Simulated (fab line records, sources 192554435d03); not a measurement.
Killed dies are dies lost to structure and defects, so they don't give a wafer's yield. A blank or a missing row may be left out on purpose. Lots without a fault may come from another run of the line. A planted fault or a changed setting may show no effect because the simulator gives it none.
fab line records | flow n5_finfet
record lots=8 wafers=23 last_day=17
route steps=1938 shown BEOL_M12@1614 BEOL_M15@1830 PASSIVATION@1936
lots that met no fault: from a run of the same line without faults
start_h: hours from the record's first day to the start of the lot's first wafer shown | wait_h: hours since the lot's step before | " the same as in the row above | L1.1+2: a row that stands for several wafers | - no value, or no start given | * or withheld: withheld | < > ~ a bound
route shown NAME@n: a module of which the file shows steps, and the number in the route of the first | usual: mean/standard deviation of fault-free wafers | same: alike in all rows | chamber/n: place in a boat | sites: the reading at each site | _std_site: their standard deviation | _edge_site: outer sites' mean less inner sites' | radius_mm: how far each site lies from the wafer's centre | mask NAME#n: copy n | behind: the tool/chamber that last shaped the wafer | hold: why the lot was held/for how many hours/how that ended | device: the transistor (n, p or np) that didn't switch | end of line: the same wafers' tests at the end of the route | a step without rows: its recipe alone | killed: dies lost to structure and defects at the first sort, not the wafer's yield | map: a wafer's dies, x killed, . not, _ none there
set.NAME: the setting as run; set.NAME@STEP: as run at that earlier step | model.NAME: the simulator's own value behind a step, which no gauge read
steps of the route over a sample of lots; a table a step, a row a wafer
services: from which hour (start_h, from the record's first day; less than 0 if before it) a tool's chamber was out of use, for how many hours, and why
## steps
# step N5_BEOL_M12_INSPECT_12
# recipe mode=adi inspect_instrument=macro
# usual raw_defect_count=2.3/1.5
# columns lot.wafer tool chamber start_h wait_h raw_defect_count
L860.1 defect_inspect-02 - 232.39 0.0 2
L860.4 " - " " 0
L860.5 " - " " 2
L864.1 defect_inspect-01 - 243.83 0.0 4
L864.3 " - " " 1
L864.6 " - " " 2
L865.2 defect_inspect-02 - 257.47 0.0 3
L865.4 " - " " 3
L875.2 defect_inspect-02 - 340.24 0.0 0
L875.4 " - " " 2
L875.6 " - " " 3
L878.1 defect_inspect-01 - 342.94 0.0 3
L878.2 " - " " 3
L878.5 " - " " 4
L877.2 defect_inspect-01 - 347.38 0.0 2
L877.4 " - " " 3
L877.6 " - " " 3
L881.2 defect_inspect-02 - 372.07 0.0 3
L881.3 " - " " 1
L881.4 " - " " 2
L883.1 defect_inspect-01 - 372.63 0.0 3
L883.2 " - " " 4
L883.4 " - " " 0
# step N5_BEOL_M12_EXPOSE_25
# recipe mask_id=M12 na=0.93 source_shape=conventional sigma_outer=0.4 polarization=unpolarized dose_mj=21.8
# same sigma_outer=0.4
# columns lot.wafer tool chamber start_h wait_h mask
L860.1+4+5 krf_scanner-01 0 233.18 - M12#0
L864.1+3+6 krf_scanner-01 0 244.55 - M12#0
L865.2+4 krf_scanner-01 0 258.24 - M12#0
L875.2+4+6 krf_scanner-01 0 340.93 - M12#0
L878.1+2+5 krf_scanner-01 0 343.68 - M12#0
L877.2+4+6 krf_scanner-01 0 348.59 - M12#0
L881.2+3+4 krf_scanner-02 0 372.76 - M12#0
L883.1+2+4 krf_scanner-01 0 373.43 - M12#0
# step N5_BEOL_M12_CD_MEAS_28
# recipe target_cd_nm=160.2 landing_energy_ev=500 detector=se_inlens polarity=opening
# usual cd_nm=159.5/1.2
# columns lot.wafer tool chamber start_h wait_h cd_nm
L860.1 cd_sem-03 0 233.35 - 158.1
L860.4 " 0 " " 159.1
L860.5 " 0 " " 157.4
L864.1 cd_sem-02 0 244.72 - 158.7
L864.3 " 0 " " 166.0
L864.6 " 0 " " 159.2
L865.2 cd_sem-01 0 258.41 - 160.5
L865.4 " 0 " " 169.0
L875.2 cd_sem-02 0 341.10 - 158.8
L875.4 " 0 " " 159.2
L875.6 " 0 " " 159.1
L878.1 cd_sem-02 0 343.85 - 159.6
L878.2 " 0 " " 159.1
L878.5 " 0 " " 158.5
L877.2 cd_sem-02 0 348.76 - 157.5
L877.4 " 0 " " 158.4
L877.6 " 0 " " 159.5
L881.2 cd_sem-02 0 372.92 - 160.3
L881.3 " 0 " " 159.0
L881.4 " 0 " " 159.7
L883.1 cd_sem-03 0 373.61 - 159.2
L883.2 " 0 " " 158.5
L883.4 " 0 " " 159.4
# step N5_BEOL_M12_ETCH_67
# recipe chemistry=CF4 target=SiARC target_depth_a=1430 time_s=238.3 ion_energy_ev=80 pressure_mtorr=40 source_w=545 bias_w=36 Ar_flow_sccm=100 cf4_flow_sccm=100 ends=cleared
# usual drypump_motor_current_A=5.9/0.42 etch_rf_on_time_s=237/3.4 oes_product_au=0.69/0.074 rf_fwd_power_W=543.5/1.8 rf_vpp_V=184.1/1.2 showerhead_plenum_p_Torr=2.14/0.069 throttle_valve_pct=15.6/0.3
# columns lot.wafer tool chamber start_h wait_h drypump_motor_current_A etch_rf_on_time_s oes_product_au rf_fwd_power_W rf_hours_counter_h rf_vpp_V showerhead_plenum_p_Torr throttle_valve_pct
L860.1 rie_diel-03 2 233.47 0.0 6.0 241 0.64 545.9 134 184.7 2.15 15.5
L860.4 " 0 " " 6.1 235 0.75 545.7 - 183.7 2.09 15.3
L860.5 " 1 " " 5.8 242 0.58 545.3 - 185.2 2.11 15.9
L864.1 rie_diel-01 2 244.85 0.0 6.4 235 0.64 546.2 176 183.8 2.13 16.1
L864.3 " 0 " " 5.7 233 0.63 543.1 198 184.0 2.13 15.5
L864.6 " 3 " " 6.4 236 0.78 543.2 - 186.4 2.26 15.3
L865.2 rie_diel-03 3 258.54 0.0 5.2 239 0.81 545.7 6 185.2 2.19 15.4
L865.4 " 2 " " 6.0 244 0.63 541.3 - 183.7 2.15 15.5
L875.2 rie_diel-03 2 341.22 0.0 6.0 243 0.61 541.2 172 182.3 2.14 15.6
L875.4 " 0 " " 6.1 235 0.70 544.1 89 184.1 2.08 15.4
L875.6 " 1 " " 5.8 231 0.80 545.8 - 184.2 2.10 15.5
L878.1 rie_diel-04 3 343.98 0.0 6.2 235 0.62 540.4 169 182.5 2.05 15.4
L878.2 " 0 " " 5.7 238 0.63 540.6 157 182.9 2.05 15.9
L878.5 " 1 " " 5.6 236 0.75 544.4 - 184.1 2.17 15.3
L877.2 rie_diel-01 1 348.88 0.0 6.0 237 0.67 546.8 146 184.3 2.15 15.8
L877.4 " 3 " " 6.3 234 0.74 544.0 64 186.9 2.25 15.4
L877.6 " 2 " " 6.4 237 0.61 545.1 - 184.1 2.12 16.2
L881.2 rie_diel-01 3 373.07 0.0 6.4 238 0.73 542.3 71 185.3 2.25 15.4
L881.3 " 1 " " 5.9 240 0.66 548.0 154 184.7 2.14 15.8
L881.4 " 0 " " 5.7 238 0.60 540.9 237 181.3 2.12 15.6
L883.1 rie_diel-04 0 373.78 0.0 5.7 235 0.64 542.4 166 182.7 2.05 15.9
L883.2 " 2 " " 4.9 240 0.79 542.5 12 185.6 2.28 15.0
L883.4 " 3 " " 6.2 233 0.62 542.5 179 184.8 2.04 15.4
# step N5_BEOL_M12_OCD_MEAS_35
# usual trench_depth_nm=319/4
# columns lot.wafer tool chamber start_h wait_h trench_depth_nm
L860.1 ocd-02 - 233.96 0.0 316
L860.4 " - " " 323
L860.5 " - " " 312
L864.1 ocd-02 - 245.33 0.0 317
L864.3 " - " " 319
L864.6 " - " " 321
L865.2 ocd-02 - 259.02 0.0 327
L865.4 " - " " 315
L875.2 ocd-01 - 341.71 0.0 315
L875.4 " - " " 322
L875.6 " - " " 324
L878.1 ocd-02 - 344.46 0.0 317
L878.2 " - " " 320
L878.5 " - " " 322
L877.2 ocd-02 - 349.36 0.0 320
L877.4 " - " " 322
L877.6 " - " " 312
L881.2 ocd-02 - 373.56 0.0 322
L881.3 " - " " 320
L881.4 " - " " 318
L883.1 ocd-01 - 374.26 0.0 319
L883.2 " - " " 322
L883.4 " - " " 320
# step N5_BEOL_M15_RC_MEAS_101
# usual COMB_M10=1.44e-11/2.9e-12 COMB_M11=1.4e-11/3.2e-12 COMB_M12=6.1e-12/1.3e-12 COMB_M13=4.4e-12/8.4e-13 COMB_M14=3.4e-12/7.7e-13 COMB_M15=2.2e-12/5.4e-13 COMB_M5=3.6e-11/6.7e-12 COMB_M6=2.5e-11/5.7e-12 COMB_M7=2.6e-11/4.8e-12 COMB_M8=2.4e-11/4.6e-12 COMB_M8_max_site=3.6e-11/8.2e-12 COMB_M9=1.4e-11/3.1e-12 SERP_M10=3.07/0.072 SERP_M11=3.11/0.069 SERP_M12=0.641/0.013 SERP_M12_max_site=0.654/0.014 SERP_M13=0.311/0.0055 SERP_M13_max_site=0.314/0.0056 SERP_M14=0.162/0.0031 SERP_M5=39.3/1.4 SERP_M6=13.7/0.4 SERP_M7=14.0/0.44 SERP_M7_max_site=14.5/0.5 SERP_M8=13.9/0.45 SERP_M9=3.09/0.064
# columns lot.wafer tool chamber start_h wait_h COMB_M10[S/m] COMB_M11[S/m] COMB_M12[S/m] COMB_M13[S/m] COMB_M14[S/m] COMB_M15[S/m] COMB_M5[S/m] COMB_M6[S/m] COMB_M7[S/m] COMB_M8[S/m] COMB_M8_max_site[S/m] COMB_M9[S/m] SERP_M10[ohm/um] SERP_M11[ohm/um] SERP_M12[ohm/um] SERP_M12_max_site[ohm/um] SERP_M13[ohm/um] SERP_M13_max_site[ohm/um] SERP_M14[ohm/um] SERP_M5[ohm/um] SERP_M6[ohm/um] SERP_M7[ohm/um] SERP_M7_max_site[ohm/um] SERP_M8[ohm/um] SERP_M9[ohm/um]
L860.1 prober-01 0 267.78 0.0 1.17e-11 1.5e-11 5.7e-12 3.7e-12 3.7e-12 1.5e-12 5e-11 2.8e-11 2.2e-11 3.6e-11 5.4e-11 1.1e-11 3.14 3.15 0.662 0.669 0.312 0.314 0.158 40.2 13.2 14.1 14.7 14.2 3.05
L860.4 " 0 " " 1.32e-11 1.3e-11 7.1e-12 4.9e-12 3.3e-12 1.3e-12 5.6e-11 1.8e-11 2.1e-11 2.3e-11 3.2e-11 1.7e-11 3.28 3.11 0.640 0.646 0.310 0.315 0.162 40.1 13.6 14.6 14.8 13.4 3.04
L860.5 " 0 " " 1.06e-11 1.4e-11 5.7e-12 4.9e-12 3.5e-12 1.1e-12 5.1e-11 2.7e-11 2.4e-11 2e-11 2.8e-11 1.3e-11 3.09 3.15 0.679 0.685 0.308 0.310 0.162 41.1 13.5 14.6 15.0 13.6 2.96
L864.1 prober-01 0 272.66 0.3 1.36e-11 1.5e-11 5e-12 4.5e-12 3.7e-12 2.5e-12 3.4e-11 2.4e-11 2.9e-11 2.4e-11 3.8e-11 1.4e-11 3.06 3.11 0.657 0.671 0.315 0.319 0.155 39.3 13.6 14.1 14.6 13.5 3.05
L864.3 " 0 " " 1.64e-11 1e-11 3.3e-12 3.8e-12 2.2e-12 2.4e-12 3.9e-11 2.2e-11 2.1e-11 2e-11 3.4e-11 1.6e-11 2.93 3.10 0.602 0.618 0.315 0.316 0.157 38.9 13.6 13.1 13.7 14.7 3.06
L864.6 " 0 " " 1.62e-11 1.8e-11 4.4e-12 5.1e-12 2.4e-12 1.8e-12 3.9e-11 2.5e-11 2.4e-11 2.8e-11 3.3e-11 1.7e-11 2.85 3.14 0.646 0.658 0.310 0.313 0.167 39.9 13.9 13.8 14.2 14.8 3.09
L865.2 prober-02 0 284.64 0.2 2.12e-11 1.9e-11 6.9e-12 3.7e-12 3e-12 1.9e-12 3.2e-11 2.9e-11 3.2e-11 2.7e-11 3.9e-11 1.1e-11 3.05 3.04 0.631 0.647 0.303 0.305 0.161 39.2 14.4 14.1 14.5 14.5 3.14
L865.4 " 0 " " 1.56e-11 1.6e-11 4.9e-12 4.6e-12 3.1e-12 2.6e-12 3.4e-11 4.8e-11 3e-11 2.2e-11 2.7e-11 1.2e-11 2.93 3.01 0.588 0.598 0.301 0.304 0.166 39.3 13.6 13.6 13.9 13.7 2.99
L875.2 prober-02 0 361.16 0.2 1.33e-11 1.7e-11 5.8e-12 3.6e-12 3.9e-12 3.3e-12 3.6e-11 2.4e-11 2.4e-11 2.4e-11 4.4e-11 1.3e-11 3.05 3.07 0.658 0.670 0.302 0.304 0.160 37.8 13.6 13.3 14.1 13.2 3.05
L875.4 " 0 " " 1.29e-11 1.4e-11 6.4e-12 3.1e-12 2.9e-12 2.2e-12 3.6e-11 1.9e-11 2.8e-11 2.1e-11 2.6e-11 1.2e-11 3.12 3.24 0.641 0.650 0.319 0.323 0.160 39.8 13.8 13.4 14.1 13.2 3.10
L875.6 " 0 " " 1.2e-11 1.5e-11 6.3e-12 4.7e-12 2.3e-12 2.7e-12 3.1e-11 2.6e-11 2.9e-11 2.7e-11 3.9e-11 1.5e-11 3.01 3.14 0.636 0.646 0.312 0.315 0.160 38.8 13.6 13.1 13.6 13.7 3.05
L878.1 prober-01 0 369.09 0.0 1.66e-11 1.7e-11 4.4e-12 4.2e-12 3.7e-12 2.1e-12 3.2e-11 2.6e-11 1.7e-11 2.4e-11 4.2e-11 1.5e-11 3.01 3.12 0.644 0.656 0.320 0.323 0.162 39.8 13.3 13.8 14.5 13.8 3.12
L878.2 " 0 " " 1.59e-11 2.2e-11 7.8e-12 5.3e-12 2.2e-12 2.1e-12 3.2e-11 2.9e-11 2e-11 2.5e-11 4.1e-11 2.2e-11 3.10 3.03 0.642 0.650 0.310 0.313 0.159 37.2 13.3 14.1 14.8 13.6 2.98
L878.5 " 0 " " 1.49e-11 1.3e-11 5.7e-12 5.2e-12 3.7e-12 1.9e-12 3.2e-11 2.1e-11 2.2e-11 2.9e-11 5.4e-11 1.7e-11 3.00 3.14 0.643 0.647 0.308 0.310 0.166 37.6 13.2 14.3 15.2 14.0 3.06
L877.2 prober-02 0 371.81 0.2 1.63e-11 1.3e-11 7.1e-12 4.7e-12 1.9e-12 2.1e-12 2.8e-11 2.2e-11 3.3e-11 2e-11 2.3e-11 1.8e-11 3.09 3.11 0.658 0.669 0.293 0.298 0.158 39.4 13.7 13.7 14.1 13.9 3.07
L877.4 " 0 " " 1.08e-11 1.5e-11 6.7e-12 3.7e-12 2.9e-12 1.3e-12 3.4e-11 1.6e-11 2.7e-11 2.1e-11 3e-11 1.3e-11 3.04 3.13 0.646 0.658 0.303 0.306 0.160 40.8 13.5 13.8 14.4 13.7 3.12
L877.6 " 0 " " 9.1e-12 2.2e-11 5.2e-12 4.1e-12 2.3e-12 1.9e-12 3e-11 2e-11 2.2e-11 2.5e-11 4.6e-11 1.2e-11 3.13 3.15 0.656 0.672 0.304 0.310 0.162 41.1 14.4 13.8 14.3 13.9 3.09
L881.2 prober-02 0 391.45 0.2 1.15e-11 1.8e-11 6.1e-12 4.7e-12 3.8e-12 2e-12 3.3e-11 2.5e-11 1.8e-11 1.8e-11 2.4e-11 1.2e-11 3.13 3.12 0.634 0.654 0.307 0.311 0.171 39.5 13.4 14.4 14.8 13.7 3.04
L881.3 " 0 " " 1.45e-11 1e-11 6.3e-12 5.1e-12 2.7e-12 2e-12 4.3e-11 3e-11 2.8e-11 2.5e-11 4.3e-11 1.1e-11 3.06 3.07 0.653 0.671 0.310 0.314 0.159 39.1 14.1 14.5 14.7 14.0 3.00
L881.4 " 0 " " 9.3e-12 1.4e-11 4.8e-12 4.1e-12 3.2e-12 1.9e-12 3.6e-11 2.7e-11 1.9e-11 2.8e-11 3.7e-11 1.8e-11 3.13 2.91 0.660 0.664 0.315 0.319 0.162 38.5 13.7 13.6 13.8 13.3 3.06
L883.1 prober-02 0 395.08 0.0 1.07e-11 2.5e-11 7.3e-12 3.4e-12 2.6e-12 3e-12 4.3e-11 1.6e-11 2.5e-11 2.5e-11 4e-11 1.4e-11 3.20 3.11 0.637 0.651 0.302 0.306 0.164 39.7 14.1 13.4 14.1 14.2 3.12
L883.2 " 0 " " 1.28e-11 1.8e-11 5.5e-12 4.5e-12 3.1e-12 2.2e-12 4.9e-11 2.4e-11 2.7e-11 2.7e-11 4.4e-11 1.1e-11 3.05 2.97 0.642 0.655 0.315 0.321 0.164 39.6 14.0 13.3 14.1 14.6 3.17
L883.4 " 0 " " 1.49e-11 1.5e-11 4.9e-12 5.9e-12 3.2e-12 2.1e-12 3.9e-11 3.9e-11 2.2e-11 1.8e-11 2.8e-11 1.4e-11 2.98 3.01 0.633 0.647 0.316 0.320 0.165 39.4 14.2 13.7 14.2 14.8 3.13
# sites SERP_M12 radius_mm=0,75,75,75,75,140,140,140,140
L860.1 0.668 0.662 0.664 0.669 0.663 0.653 0.649 0.644 0.650
L864.1 0.648 0.640 0.660 0.659 0.648 0.651 0.657 0.671 0.663
L865.2 0.631 0.631 0.647 0.632 0.634 0.619 0.619 0.610 0.610
L875.2 0.646 0.658 0.658 0.670 0.646 0.669 0.638 0.645 0.664
L878.1 0.639 0.635 0.641 0.646 0.645 0.656 0.639 0.644 0.646
L877.2 0.658 0.650 0.668 0.645 0.667 0.661 0.657 0.669 0.655
L881.2 0.633 0.653 0.631 0.633 0.631 0.654 0.634 0.641 0.641
L883.1 0.627 0.633 0.619 0.647 0.623 0.637 0.651 0.638 0.642
# step N5_PASSIVATION_PROBE_49
# usual defect_limited_yield=91.6/1.4 killed_at_M0_to_M3=35/10 killed_at_M4_up=13/5.3 killed_at_contacts=12/5.9 killed_at_front_end=36/9.9 killed_at_other=3.2/3 killed_dies=99/16 killed_open=66/12 killed_short=32/7.7 sort_bin_5_function=4.9/0.91 sort_bin_6_memory=3.2/0.65 sort_n_pass=1081/16 sort_yield_pct=91.6/1.4
# same gross_dies=1180 killed_at_back_side=0 sort_bin_4_leakage[%]=0 sort_bin_8_speed[%]=0
# columns lot.wafer tool chamber start_h wait_h defect_limited_yield[%] killed_at_M0_to_M3 killed_at_M4_up killed_at_contacts killed_at_front_end killed_at_other killed_dies killed_open killed_short sort_bin_5_function[%] sort_bin_6_memory[%] sort_n_pass sort_yield_pct[%]
L860.1 prober-02 - 282.91 0.0 93.6 27 8 12 24 4 75 52 22 3.9 2.1 1105 93.6
L860.4 prober-02 - 283.06 0.2 92.1 38 17 10 23 5 93 68 24 3.7 3.8 1087 92.1
L860.5 prober-02 - 283.11 0.2 89.2 46 16 12 44 9 127 75 51 6.2 4.3 1053 89.2
L864.1 prober-01 - 287.86 0.0 92.1 29 15 22 22 5 93 65 28 4.9 2.7 1087 92.1
L864.3 prober-01 - 287.96 0.1 92.5 41 5 8 32 3 89 56 33 4.8 2.5 1091 92.5
L864.6 prober-01 - 288.11 0.3 91.5 42 6 20 30 2 100 66 33 4.9 3.1 1080 91.5
L865.2 prober-01 - 298.99 0.1 92.6 42 10 3 31 1 87 50 35 4.6 2.4 1093 92.6
L865.4 prober-01 - 299.09 0.2 94.0 20 8 13 28 2 71 52 16 3.8 2.0 1109 94.0
L875.2 prober-01 - 376.24 0.1 93.4 24 7 13 34 0 78 46 31 4.5 1.9 1102 93.4
L875.4 prober-01 - 376.34 0.2 92.5 24 7 20 35 3 89 58 30 4.7 2.5 1091 92.5
L875.6 prober-01 - 376.44 0.3 94.7 13 7 23 15 4 62 44 17 2.8 2.4 1118 94.7
L878.1 prober-01 - 385.70 0.0 90.8 43 22 7 35 1 108 70 38 5.6 3.1 1072 90.8
L878.2 prober-01 - 385.75 0.1 90.5 39 22 15 32 4 112 76 36 5.2 4.0 1068 90.5
L878.5 prober-01 - 385.90 0.2 91.8 32 17 7 41 0 97 59 35 4.2 3.8 1083 91.8
L877.2 prober-02 - 389.30 0.1 91.5 32 14 8 43 3 100 68 31 4.8 3.4 1080 91.5
L877.4 prober-02 - 389.40 0.2 91.6 47 16 6 29 1 99 66 33 4.7 3.3 1081 91.6
L877.6 prober-02 - 389.50 0.3 92.3 47 10 6 27 1 91 53 38 4.8 2.5 1089 92.3
L881.2 prober-01 - 404.82 0.5 90.6 35 10 9 53 4 111 71 40 5.6 3.6 1069 90.6
L881.3 prober-01 - 404.87 0.6 92.9 35 4 6 31 8 84 60 24 4.7 2.3 1096 92.9
L881.4 prober-01 - 404.92 0.6 91.5 47 7 7 33 6 100 66 34 4.8 3.5 1080 91.5
L883.1 prober-01 - 409.57 0.2 90.8 43 16 3 44 3 109 78 28 4.9 4.0 1071 90.8
L883.2 prober-01 - 409.62 0.2 91.0 18 12 14 62 0 106 76 30 5.7 3.1 1074 91.0
L883.4 prober-01 - 409.72 0.3 94.4 16 9 7 34 0 66 44 21 3.5 1.9 1114 94.4
# killed by level:class
L860.1 MOL_CONTACT_COAG:geometric_particle:open=11 BEOL_M0_SAQP:geometric_particle:short=8 BEOL_M2:geometric_particle:open=6 FIN_SAQP:geometric_particle:short=5 STI_FIN_REVEAL:geometric_particle:open=5 BEOL_M0_SAQP:geometric_particle:open=5 BEOL_M3:geometric_particle:open=4 FIN_SAQP:geometric_particle:open=3
L860.4 BEOL_M1:geometric_particle:open=12 BEOL_M2:geometric_particle:open=11 FIN_SAQP:geometric_particle:short=8 STI_FIN_REVEAL:geometric_particle:open=8 MOL_CONTACT_COAG:geometric_particle:open=8 BEOL_M3:geometric_particle:open=6 BEOL_M1:geometric_particle:short=4 BEOL_M4:geometric_particle:open=4
L860.5 FIN_SAQP:geometric_particle:short=17 BEOL_M2:geometric_particle:open=11 MOL_CONTACT_COAG:geometric_particle:open=9 BEOL_M0_SAQP:geometric_particle:short=8 BEOL_M1:geometric_particle:open=8 FIN_SAQP:geometric_particle:open=7 BEOL_M0_SAQP:geometric_particle:open=6 STI_FIN_REVEAL:geometric_particle:open=5
L864.1 MOL_CONTACT_COAG:geometric_particle:open=19 BEOL_M0_SAQP:geometric_particle:open=7 BEOL_M2:geometric_particle:open=7 BEOL_M4:geometric_particle:open=7 GATE_CUT:geometric_particle:short=6 BEOL_M3:geometric_particle:open=5 FIN_SAQP:geometric_particle:short=4 FIN_SAQP:geometric_particle:open=3
L864.3 BEOL_M0_SAQP:geometric_particle:open=14 FIN_SAQP:geometric_particle:short=10 MOL_CONTACT_COAG:geometric_particle:open=7 BEOL_M1:geometric_particle:open=6 BEOL_M2:geometric_particle:open=6 FIN_SAQP:geometric_particle:open=5 GATE_CUT:geometric_particle:short=5 BEOL_M0_SAQP:geometric_particle:short=5
L864.6 MOL_CONTACT_COAG:geometric_particle:open=16 BEOL_M0_SAQP:geometric_particle:open=12 BEOL_M1:geometric_particle:open=9 GATE_CUT:geometric_particle:short=8 DUMMY_GATE:geometric_particle:open=7 BEOL_M3:geometric_particle:open=7 FIN_SAQP:geometric_particle:short=6 BEOL_M1:geometric_particle:short=6
L865.2 BEOL_M0_SAQP:geometric_particle:short=17 BEOL_M0_SAQP:geometric_particle:open=11 BEOL_M4:geometric_particle:open=8 DUMMY_GATE:geometric_particle:open=6 BEOL_M2:geometric_particle:open=5 FIN_SAQP:geometric_particle:open=4 BEOL_M1:geometric_particle:open=4 FIN_SAQP:geometric_particle:short=3
L865.4 MOL_CONTACT_COAG:geometric_particle:open=10 BEOL_M0_SAQP:geometric_particle:open=8 DUMMY_GATE:geometric_particle:open=5 BEOL_M1:geometric_particle:open=5 FIN_SAQP:geometric_particle:open=3 STI_FIN_REVEAL:geometric_particle:open=3 ILD0:geometric_particle:open=3 ILD0:geometric_particle:short=3
L875.2 BEOL_M2:geometric_particle:open=11 GATE_CUT:geometric_particle:short=9 MOL_CONTACT_COAG:geometric_particle:open=9 BEOL_M1:geometric_particle:open=6 MOL_CONTACT_COAG:geometric_particle:short=4 STARTING-WAFER:geometric_particle:open=4 BEOL_M5:geometric_particle:short=3 FIN_SAQP:geometric_particle:short=2
L875.4 MOL_CONTACT_COAG:geometric_particle:open=12 STI_FIN_REVEAL:geometric_particle:open=9 MOL_CONTACT_COAG:geometric_particle:short=8 BEOL_M2:geometric_particle:open=8 BEOL_M1:geometric_particle:open=5 BEOL_M4:geometric_particle:open=5 DUMMY_GATE:geometric_particle:open=4 FIN_SAQP:geometric_particle:open=3
L875.6 MOL_CONTACT_COAG:geometric_particle:open=20 BEOL_M2:geometric_particle:open=7 MOL_CONTACT_COAG:geometric_particle:short=3 STARTING-WAFER:geometric_particle:open=3 STARTING-WAFER:geometric_particle:short=3 ILD0:geometric_particle:open=2 BEOL_M1:geometric_particle:open=2 BEOL_M1:geometric_particle:short=2
L878.1 BEOL_M1:geometric_particle:open=13 FIN_SAQP:geometric_particle:open=9 BEOL_M4:geometric_particle:open=9 FIN_SAQP:geometric_particle:short=8 BEOL_M0_SAQP:geometric_particle:short=8 MOL_CONTACT_COAG:geometric_particle:open=6 BEOL_M2:geometric_particle:open=6 BEOL_M0_SAQP:geometric_particle:open=6
L878.2 MOL_CONTACT_COAG:geometric_particle:open=13 FIN_SAQP:geometric_particle:open=9 BEOL_M4:geometric_particle:open=9 BEOL_M0_SAQP:geometric_particle:short=8 BEOL_M0_SAQP:geometric_particle:open=7 BEOL_M1:geometric_particle:open=7 FIN_SAQP:geometric_particle:short=6 STI_FIN_REVEAL:geometric_particle:open=6
L878.5 FIN_SAQP:geometric_particle:short=15 BEOL_M1:geometric_particle:open=10 FIN_SAQP:geometric_particle:open=8 BEOL_M4:geometric_particle:open=8 BEOL_M0_SAQP:geometric_particle:short=7 MOL_CONTACT_COAG:geometric_particle:open=6 BEOL_M0_SAQP:geometric_particle:open=6 STI_FIN_REVEAL:geometric_particle:open=5
L877.2 STI_FIN_REVEAL:geometric_particle:open=13 MOL_CONTACT_COAG:geometric_particle:open=7 BEOL_M0_SAQP:geometric_particle:short=7 FIN_SAQP:geometric_particle:short=6 FIN_SAQP:geometric_particle:open=6 GATE_CUT:geometric_particle:open=6 BEOL_M0_SAQP:geometric_particle:open=6 BEOL_M1:geometric_particle:open=6
L877.4 BEOL_M0_SAQP:geometric_particle:open=15 BEOL_M1:geometric_particle:open=10 FIN_SAQP:geometric_particle:short=8 BEOL_M0_SAQP:geometric_particle:short=8 BEOL_M3:geometric_particle:open=7 STI_FIN_REVEAL:geometric_particle:open=4 MOL_CONTACT_COAG:geometric_particle:open=4 STARTING-WAFER:geometric_particle:short=4
L877.6 BEOL_M0_SAQP:geometric_particle:short=12 FIN_SAQP:geometric_particle:short=8 STI_FIN_REVEAL:geometric_particle:open=8 BEOL_M0_SAQP:geometric_particle:open=8 BEOL_M2:geometric_particle:open=8 BEOL_M1:geometric_particle:open=6 BEOL_M0:geometric_particle:open=4 MOL_CONTACT_COAG:geometric_particle:short=3
L881.2 FIN_SAQP:geometric_particle:open=13 FIN_SAQP:geometric_particle:short=10 STI_FIN_REVEAL:geometric_particle:open=9 BEOL_M0_SAQP:geometric_particle:short=9 MOL_CONTACT_COAG:geometric_particle:open=7 BEOL_M1:geometric_particle:open=7 BEOL_M3:geometric_particle:open=6 DUMMY_GATE:geometric_particle:open=4
L881.3 BEOL_M2:geometric_particle:open=11 FIN_SAQP:geometric_particle:open=9 BEOL_M0_SAQP:geometric_particle:short=6 DUMMY_GATE:geometric_particle:open=5 GATE_CUT:geometric_particle:short=5 MOL_CONTACT_COAG:geometric_particle:open=5 BEOL_M3:geometric_particle:open=5 PAD_METAL:geometric_particle:open=5
L881.4 BEOL_M2:geometric_particle:open=13 BEOL_M0_SAQP:geometric_particle:open=10 BEOL_M0_SAQP:geometric_particle:short=10 DUMMY_GATE:geometric_particle:open=7 BEOL_M1:geometric_particle:open=7 MOL_CONTACT_COAG:geometric_particle:open=6 FIN_SAQP:geometric_particle:open=4 GATE_CUT:geometric_particle:short=4
L883.1 BEOL_M0_SAQP:geometric_particle:open=19 FIN_SAQP:geometric_particle:short=10 STI_FIN_REVEAL:geometric_particle:open=10 FIN_SAQP:geometric_particle:open=9 BEOL_M0_SAQP:geometric_particle:short=9 BEOL_M2:geometric_particle:open=6 DUMMY_GATE:geometric_particle:open=5 BEOL_M1:geometric_particle:open=4
L883.2 STI_FIN_REVEAL:geometric_particle:open=20 FIN_SAQP:geometric_particle:open=13 MOL_CONTACT_COAG:geometric_particle:open=9 GATE_CUT:geometric_particle:short=7 BEOL_M0_SAQP:geometric_particle:open=7 GATE_CUT:geometric_particle:open=6 BEOL_M0_SAQP:geometric_particle:short=6 MOL_CONTACT_COAG:geometric_particle:short=5
L883.4 STI_FIN_REVEAL:geometric_particle:open=11 FIN_SAQP:geometric_particle:short=7 MOL_CONTACT_COAG:geometric_particle:open=6 BEOL_M0_SAQP:geometric_particle:short=5 BEOL_M0_SAQP:geometric_particle:open=4 FIN_SAQP:geometric_particle:open=3 DUMMY_GATE:geometric_particle:open=3 BEOL_M5:geometric_particle:open=3
## services
# columns tool chamber start_h hours kind
rie_diel-01 3 218.62 7.3 repair
rie_diel-03 3 224.41 - clean
rie_diel-03 3 224.41 - consumable_replace:focus_ring
rie_diel-03 3 224.41 16.6 scheduled_down
rie_diel-03 3 224.41 16.6 vent_cycle
rie_diel-03 1 241.05 - clean
rie_diel-03 1 241.05 - consumable_replace:focus_ring
rie_diel-03 1 241.05 19.3 scheduled_down
krf_scanner-02 - 242.54 1.3 pm
krf_scanner-01 0 245.31 - calibration
rie_diel-04 0 264.37 1.6 repair
rie_diel-01 0 279.48 7.2 repair
krf_scanner-01 - 288.24 1.4 repair
krf_scanner-01 - 290.76 0.8 pm
rie_diel-03 - 290.80 2.8 pm
rie_diel-04 1 291.19 8.4 repair
krf_scanner-02 - 303.43 44.9 repair
krf_scanner-01 - 321.70 0.3 repair
rie_diel-01 0 329.19 6.6 repair
krf_scanner-02 - 348.37 1.0 pm
krf_scanner-02 - 358.67 0.8 pm
rie_diel-04 0 362.19 1.7 repair
krf_scanner-01 - 368.49 1.3 pm
krf_scanner-01 - 369.79 1.0 pm
## key
first_sign step=N5_BEOL_M12_CD_MEAS_28 reading=cd_nm direction=up sigmas=6.9 usual=159.5 struck=167.5
effect step=N5_BEOL_M15_RC_MEAS_101 reading=SERP_M12 direction=down sigmas=3.5 usual=0.641 struck=0.595
met_at N5_BEOL_M12_EXPOSE_25
struck_lots L864,L865
struck_wafers L864.3,L865.4
not_acting_at N5_BEOL_M12_INSPECT_12,N5_BEOL_M12_ETCH_67,N5_BEOL_M12_OCD_MEAS_35
onset_between 233.18 244.55
fault kind=process_parameter_drift tool=krf_scanner-01 chamber=- onset_h=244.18 steps=N5_BEOL_M12_EXPOSE_25 channel=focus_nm offset=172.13 shape=step end_h=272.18 scope=struck_wafers_only
